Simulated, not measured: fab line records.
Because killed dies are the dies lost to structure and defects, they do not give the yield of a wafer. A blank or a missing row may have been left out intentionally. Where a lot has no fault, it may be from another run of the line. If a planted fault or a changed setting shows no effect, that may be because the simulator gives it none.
2 desks, one fault ; flow n5-finfet ; each desk has only its own numbers; what lay behind them comes last

== AT THE METROLOGY DESK ==
Lot by lot, what the gauges showed, no matter which tool ran the lot: averages of those sampled wafers that carry a number. If a lot's mean is further than 4 standard deviations from the usual mean, the lot is out of limits and carries the mark OUT (the distance appears in the brackets). 7 of its 12 readings are shown: the first one out of limits and those lying furthest out on some lot.
Columns: A = PWELL_OVL at N5_WELL_APT_OVL_MEAS_26, usual -4 nm; B = IOFF_N at N5_BEOL_M4_RC_MEAS_101, usual 0.16 nA/um; C = IOFF_P at N5_BEOL_M4_RC_MEAS_101, usual 0.21 nA/um; D = ION_N at N5_BEOL_M4_RC_MEAS_101, usual 675 uA/um; E = RS_PWELL at N5_BEOL_M4_RC_MEAS_101, usual 3015 ohm/sq; F = VT_N at N5_BEOL_M4_RC_MEAS_101, usual 249 mV; G = VT_P at N5_BEOL_M4_RC_MEAS_101, usual -252 mV
lot;first seen here;A;B;C;D;E;F;G
L421;day 2 09:09;-6;0.17;0.21;672;3032;250;-252
L422;day 2 15:07;5;0.17;0.19;674;3035;250;-253
L423;day 2 21:03;-8;0.15;0.19;675;2995;250;-250
L424;day 3 03:28;-4;0.16;0.21;681;3031;247;-250
L425;day 3 09:02;-5;0.16;0.20;670;2996;248;-253
L426;day 3 14:57;-6;0.25;0.29;698;3021;242;-246
L427;day 3 21:04;-4;0.14;0.17;677;3010;250;-252
L430;day 4 15:10;-7;0.14;0.17;672;2991;251;-254
L439;day 6 21:17;-8;0.18;0.24;689;3500 (+23) OUT;248;-247
L440;day 7 03:21;-2;0.18;0.23;685;3502 (+23) OUT;248;-249
This desk reports L439, L440 out of limits; the earliest was L439 at day 13 02:18 (RS_PWELL at N5_BEOL_M4_RC_MEAS_101). L421, L422, L423, L424, L425, L426, L427, L430: within limits.

== DESK OF THE TOOL OWNER: implanter-01 ==
For each lot that ran on this tool, the mean over its sampled wafers that have a number, from the tool's own readings at N5_WELL_APT_IMPLANT_31. If a lot's mean is further than 4 standard deviations from the usual mean, the lot is out of limits and carries the mark OUT (the distance appears in the brackets).
Columns: A = beam-energy-keV at N5_WELL_APT_IMPLANT_31, usual 59.995
lot;first seen here;A
L422;day 2 15:18;59.989
L423;day 2 21:16;60.015
L424;day 3 03:38;60.015
L425;day 3 09:15;59.983
L426;day 3 15:49;59.976
L439;day 6 21:26;42.681 (-99 or more) OUT
L440;day 7 03:34;42.698 (-99 or more) OUT
This desk's finding: out of limits on L439, L440; first on L439, day 6 21:26 (beam-energy-keV at N5_WELL_APT_IMPLANT_31). L422, L423, L424, L425, L426: within limits.

== ALL TOGETHER ==
The tool owner's desk could have raised an alarm at day 6 21:26, on L439, L440.
An alarm was possible from the metrology desk at day 13 02:18, on L439, L440.
The lots listed all ran N5_WELL_APT_IMPLANT_31 on implanter-01.

== WHAT THE SIMULATOR HAD PUT IN ==
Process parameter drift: implanter-01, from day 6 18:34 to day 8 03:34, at N5_WELL_APT_IMPLANT_31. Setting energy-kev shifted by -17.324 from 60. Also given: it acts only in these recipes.
Lots struck among those shown: L439, L440.
Time in hours from fault onset to the first out-of-limits reading at each desk: tool owner's desk 3, metrology desk 152.
